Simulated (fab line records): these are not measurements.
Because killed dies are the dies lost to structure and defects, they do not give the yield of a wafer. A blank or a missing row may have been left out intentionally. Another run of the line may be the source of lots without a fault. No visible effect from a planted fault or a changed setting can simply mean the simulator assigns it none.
Matching of chambers :: flow n5 finfet :: N5_PMOS_HMC_CHANNEL_EPI_HM_DEP_34 on pecvd-01 has 3 sister chambers
The step deposits SiO2 from TEOS/O2, target thk 36 nm, time 6.9 s. 6 wafers are shown with their chamber, then 7 later ones without.

WAFERS WITH THEIR CHAMBER
wafer: L083.6
chamber: 0
throttle valve pct (%): 19.7
showerhead plenum p Torr (Torr): 8.33

wafer: L084.2
chamber: 2
throttle valve pct (%): 21.0
showerhead plenum p Torr (Torr): 8.39

wafer: L089.1
chamber: 2
throttle valve pct (%): 21.0
showerhead plenum p Torr (Torr): 8.36

wafer: L089.5
chamber: 1
throttle valve pct (%): 19.8
showerhead plenum p Torr (Torr): 8.32

wafer: L091.2
chamber: 1
throttle valve pct (%): 19.7
showerhead plenum p Torr (Torr): 8.34

wafer: L091.4
chamber: 0
throttle valve pct (%): 20.0
showerhead plenum p Torr (Torr): 8.33

WAFERS WITHOUT THEIR CHAMBER
wafer: L091.5
throttle valve pct (%): 20.9
showerhead plenum p Torr (Torr): 8.38

wafer: L093.1
throttle valve pct (%): 20.1
showerhead plenum p Torr (Torr): 8.34

wafer: L093.3
throttle valve pct (%): 21.0
showerhead plenum p Torr (Torr): 8.36

wafer: L093.6
throttle valve pct (%): 19.5
showerhead plenum p Torr (Torr): 8.33

wafer: L097.1
throttle valve pct (%): 19.6
showerhead plenum p Torr (Torr): 8.33

wafer: L097.2
throttle valve pct (%): 21.0
showerhead plenum p Torr (Torr): 8.36

wafer: L097.3
throttle valve pct (%): 20.1
showerhead plenum p Torr (Torr): 8.33

WHICH CHAMBER EACH ONE RAN IN
wafer: L091.5
from the rows above: 2
in truth: 2

wafer: L093.1
from the rows above: can't be placed: 0 or 1
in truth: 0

wafer: L093.3
from the rows above: 2
in truth: 2

wafer: L093.6
from the rows above: can't be placed: 1 or 0
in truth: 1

wafer: L097.1
from the rows above: can't be placed: 1 or 0
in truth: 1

wafer: L097.2
from the rows above: 2
in truth: 2

wafer: L097.3
from the rows above: can't be placed: 0 or 1
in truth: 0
Correctly placed: 3 of 7. These rows do not allow placing 4 (true chamber among the candidates in 4). Number placed wrongly: 0.
How it was worked out, from the rows above alone: a wafer's distance from a chamber is the root of the sum, over the readings, of the square of ((its reading less the chamber's mean) divided by the reading's scatter). If the next closest chamber is less than 2 further off than the closest, the wafer can't be placed; otherwise it belongs to the closest. Each chamber's mean is taken over the wafers shown for it. The scatter: the root of (the sum of the squares of (reading less its chamber's mean) over the shown wafers, divided by (wafers less chambers)).
